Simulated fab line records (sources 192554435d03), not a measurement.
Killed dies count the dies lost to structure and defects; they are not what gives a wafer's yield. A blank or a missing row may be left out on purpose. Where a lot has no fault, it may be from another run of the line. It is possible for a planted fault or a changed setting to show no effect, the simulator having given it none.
Matching of chambers    flow n5-finfet    N5_BEOL_M10_CURE_72 on uv-cure-03: 3 sister chambers
The step cures SiCOH lowk, time 120 s. 6 wafers are shown with their chamber, then 11 later ones without.

## WAFERS PAIRED WITH THEIR CHAMBERS
wafer   chamber  lamp-power-pct (%)  wafer_temp_C_max
L081.4  0        52.36               372.0
L084.3  2        52.35               371.4
L084.6  2        52.32               372.2
L088.5  1        52.46               372.7
L088.6  1        52.32               371.7
L086.2  0        52.27               371.6

## WAFERS WITH NO CHAMBER GIVEN
wafer   lamp-power-pct (%)  wafer_temp_C_max
L086.3  52.35               371.3
L086.6  52.27               371.6
L093.2  52.37               372.5
L093.5  52.38               371.9
L093.6  52.28               371.7
L095.3  52.37               371.5
L095.5  52.36               371.9
L095.6  52.21               371.7
L096.3  52.29               371.8
L096.4  52.28               372.1
L096.5  52.31               372.2

## EACH ONE'S CHAMBER
wafer   from the rows above           in truth
L086.3  can't be placed: 2 or 0 or 1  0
L086.6  can't be placed: 0 or 2 or 1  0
L093.2  can't be placed: 1 or 2 or 0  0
L093.5  can't be placed: 1 or 2 or 0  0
L093.6  can't be placed: 0 or 2 or 1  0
L095.3  can't be placed: 2 or 0 or 1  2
L095.5  can't be placed: 2 or 0 or 1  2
L095.6  can't be placed: 0 or 2 or 1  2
L096.3  can't be placed: 0 or 2 or 1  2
L096.4  can't be placed: 0 or 2 or 1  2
L096.5  can't be placed: 0 or 2 or 1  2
Correct placement for 0 of the 11. These rows do not allow placing 11 (true chamber among the candidates in 11). Wrongly placed: 0.
How it was worked out, from the rows above alone: a wafer's distance from a chamber is the root of the sum, over the readings, of the square of ((its reading less the chamber's mean) divided by the reading's scatter). The wafer belongs to the nearest chamber; if the next one is less than 2 further off, it can't be placed. For every chamber, the mean is computed from those of its wafers that are shown. The scatter: take each reading less its chamber's mean, square it, sum over the shown wafers, divide by the number of wafers less the number of chambers, and take the root.
